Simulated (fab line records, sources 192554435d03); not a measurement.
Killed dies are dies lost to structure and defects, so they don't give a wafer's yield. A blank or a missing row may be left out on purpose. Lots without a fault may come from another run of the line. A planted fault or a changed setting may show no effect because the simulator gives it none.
Which tool did it? | flow n5_finfet | 11 lots, 33 wafers sampled, at 2 steps of a route of 1938

WHAT THE GAUGES READ, wafer by wafer
N5_BEOL_M10_RS_MEAS_57: measures by four-point-probe.
lot  | measured     | on            | M10_RS (ohm/sq)
L076 | day 11 00:15 | film_metro-02 | 0.1497 0.1524 0.1508
L078 | day 11 09:08 | film_metro-01 | 0.1462 0.1479 0.1464
L080 | day 12 02:11 | film_metro-02 | 0.1512 0.1490 0.1536
L084 | day 12 04:28 | film_metro-02 | 0.1505 0.1487 0.1530
L083 | day 12 22:28 | film_metro-02 | 0.1485 0.1531 0.1479
L085 | day 13 06:55 | film_metro-02 | 0.1541 0.1554 0.1526
L087 | day 14 01:08 | film_metro-02 | 0.1511 0.1488 0.1481
L089 | day 14 05:06 | film_metro-01 | 0.1523 0.1527 0.1487
L095 | day 14 23:20 | film_metro-01 | 0.1515 0.1538 0.1507
L094 | day 15 11:31 | film_metro-01 | 0.1471 0.1483 0.1513
L097 | day 15 21:55 | film_metro-01 | 0.1543 0.1532 0.1532

WHICH TOOL RAN EACH LOT (tool, then ch and the chambers of the sampled wafers, then the start)
lot  | N5_BEOL_M10_STRIP_19
L076 | rie_diel-01 ch 1,3, day 10 19:28
L078 | rie_diel-01 ch 0,1,3, day 11 04:26
L080 | rie_diel-06 ch 0,2,3, day 11 20:34
L084 | rie_diel-01 ch 0,1,3, day 11 23:44
L083 | rie_diel-06 ch 0,2,3, day 12 17:14
L085 | rie_diel-06 ch 0,1,2, day 13 03:19
L087 | rie_diel-02 ch 0,3, day 13 20:10
L089 | rie_diel-02 ch 0,1,3, day 14 00:35
L095 | rie_diel-01 ch 0,1,3, day 14 20:07
L094 | rie_diel-02 ch 0,2,3, day 15 05:10
L097 | rie_diel-01 ch 2,3, day 15 17:13
- N5_BEOL_M10_STRIP_19: strips in O2.

THE ANSWER, worked out from the rows above alone
Rule: what is usual is taken from the lots themselves. Put in order of their means at a reading, lots are off if they are a third of the lots or fewer, leave a main group of 4 or more, and stand apart from it by a gap of 3 or more times the standard deviation of the main group's means; of several such gaps the widest counts. A main group whose means are all the same, to the digits that the tables above print for the reading, isn't used. A lot without any number at a reading at which 4 lots or more have one is off too. The other lots that the step has rows for count as sound.
No lot is off at any reading shown: from this, nothing can be told.

WHAT THE SIMULATOR HAD PUT IN
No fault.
